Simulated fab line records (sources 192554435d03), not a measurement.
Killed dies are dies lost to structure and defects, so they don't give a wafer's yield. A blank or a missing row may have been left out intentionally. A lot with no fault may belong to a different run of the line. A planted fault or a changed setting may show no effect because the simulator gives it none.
Chamber matching -- flow n5 finfet -- N5_BEOL_M9_ETCH_76 on rie diel-02 has 4 sister chambers
The step etches underlayer in N2/H2, target depth 6.5 nm, time 5.2 s. 24 wafers are shown with their chamber, then 12 later ones without.

WAFERS, EACH WITH ITS CHAMBER
wafer,chamber,drypump motor current A (A),showerhead plenum p Torr (Torr),throttle valve pct (%)
L074.1,3,6.3,2.64,17.99
L074.3,1,6.3,2.60,17.63
L074.4,0,5.2,2.60,17.74
L077.3,0,5.2,2.59,17.73
L077.5,0,5.2,2.59,17.75
L077.6,3,6.3,2.64,18.01
L079.2,1,6.3,2.59,17.70
L079.4,2,5.9,2.70,17.33
L079.5,3,6.3,2.63,18.01
L081.1,3,6.3,2.63,18.03
L081.2,2,5.9,2.70,17.34
L081.6,3,6.3,2.63,18.03
L083.3,1,6.3,2.59,17.71
L083.5,2,5.9,2.69,17.35
L083.6,0,5.2,2.59,17.46
L090.2,1,6.3,2.59,17.72
L090.3,2,5.9,2.69,17.38
L090.5,0,5.2,2.59,17.46
L089.1,1,6.3,2.58,17.72
L089.3,0,5.2,2.58,17.45
L089.6,1,6.3,2.59,17.71
L091.1,1,6.3,2.58,17.72
L091.2,3,6.2,2.63,17.54
L091.3,2,5.9,2.69,17.40

SIGNATURES, as means of the wafers listed above
reading,chamber 0,chamber 1,chamber 2,chamber 3,scatter within a chamber
drypump motor current A,5.200,6.300,5.900,6.283,0.0204
showerhead plenum p Torr,2.5900,2.5886,2.6940,2.6333,0.00608
throttle valve pct,17.5983,17.7014,17.3600,17.9350,0.126
Rule: a wafer's distance from a chamber is the root of the sum, over the readings, of the square of ((its reading less the chamber's mean) divided by the reading's scatter). The wafer belongs to the nearest chamber; if the next one is less than 2 further off, it can't be placed. The scatter: the root of (the sum of the squares of (reading less its chamber's mean) over the shown wafers, divided by (wafers less chambers)).

WAFERS WITH NO CHAMBER GIVEN
wafer,drypump motor current A (A),showerhead plenum p Torr (Torr),throttle valve pct (%)
L091.4,5.2,2.58,17.48
L091.5,6.3,2.59,17.70
L091.6,5.2,2.58,17.47
L094.1,6.3,2.58,17.70
L094.2,6.3,2.63,17.52
L094.3,5.2,2.58,17.50
L094.4,5.9,2.68,17.39
L094.5,6.3,2.63,17.55
L094.6,5.9,2.69,17.38
L097.1,5.2,2.58,17.49
L097.3,6.2,2.62,17.54
L097.4,5.9,2.68,17.38

EACH ONE'S CHAMBER
wafer,from the rows above,in truth
L091.4,0,0
L091.5,1,1
L091.6,0,0
L094.1,1,1
L094.2,3,3
L094.3,0,0
L094.4,2,2
L094.5,3,3
L094.6,2,2
L097.1,0,0
L097.3,can't be placed: 3 or 1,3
L097.4,2,2
Correctly placed: 11 of 12. From these rows, 1 cannot be placed; in 1 the true chamber is one of the candidates. Placed wrongly: 0.
